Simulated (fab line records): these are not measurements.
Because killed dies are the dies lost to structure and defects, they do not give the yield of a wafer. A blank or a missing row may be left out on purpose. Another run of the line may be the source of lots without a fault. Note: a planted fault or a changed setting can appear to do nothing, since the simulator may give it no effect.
Chamber matching || flow n5 finfet || N5_BEOL_M0_CO_CAP_123 on cvd co-01: 3 sister chambers
The step material Co, precursor CCTBA/H2, target thk 2 nm, time 102.1 s. 3 wafers are shown with their chamber, then 12 later ones without.

WAFERS, EACH WITH ITS CHAMBER
{"wafer": "L089.2", "chamber": 1, "heater power w (W)": 242}
{"wafer": "L089.4", "chamber": 2, "heater power w (W)": 188}
{"wafer": "L089.6", "chamber": 0, "heater power w (W)": 263}

WAFERS WITHOUT THEIR CHAMBER
{"wafer": "L091.4", "heater power w (W)": 256}
{"wafer": "L091.5", "heater power w (W)": 197}
{"wafer": "L091.6", "heater power w (W)": 245}
{"wafer": "L093.1", "heater power w (W)": 236}
{"wafer": "L093.3", "heater power w (W)": 261}
{"wafer": "L093.4", "heater power w (W)": 198}
{"wafer": "L096.1", "heater power w (W)": 194}
{"wafer": "L096.4", "heater power w (W)": 247}
{"wafer": "L096.5", "heater power w (W)": 199}
{"wafer": "L097.1", "heater power w (W)": 195}
{"wafer": "L097.4", "heater power w (W)": 262}
{"wafer": "L097.6", "heater power w (W)": 242}

THE CHAMBER EACH PASSED THROUGH
{"wafer": "L091.4", "from the rows above": "can't be placed: 0 or 1", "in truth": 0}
{"wafer": "L091.5", "from the rows above": 2, "in truth": 2}
{"wafer": "L091.6", "from the rows above": 1, "in truth": 1}
{"wafer": "L093.1", "from the rows above": 1, "in truth": 1}
{"wafer": "L093.3", "from the rows above": 0, "in truth": 0}
{"wafer": "L093.4", "from the rows above": 2, "in truth": 2}
{"wafer": "L096.1", "from the rows above": 2, "in truth": 2}
{"wafer": "L096.4", "from the rows above": "can't be placed: 1 or 0", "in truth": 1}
{"wafer": "L096.5", "from the rows above": 2, "in truth": 2}
{"wafer": "L097.1", "from the rows above": 2, "in truth": 2}
{"wafer": "L097.4", "from the rows above": 0, "in truth": 0}
{"wafer": "L097.6", "from the rows above": 1, "in truth": 1}
Placed correctly: 10 of 12. Cannot be placed on the basis of these rows: 2; the candidates contain the true chamber in 2. Number placed wrongly: 0.
How it was worked out, from the rows above alone: a wafer's distance from a chamber is the root of the sum, over the readings, of the square of ((its reading less the chamber's mean) divided by the reading's scatter). If the next closest chamber is less than 2 further off than the closest, the wafer can't be placed; otherwise it belongs to the closest. A chamber's mean is the mean of its shown wafers. The scatter: root of mean squared gap, hidden wafer to nearest shown wafer, with one shown wafer a chamber.
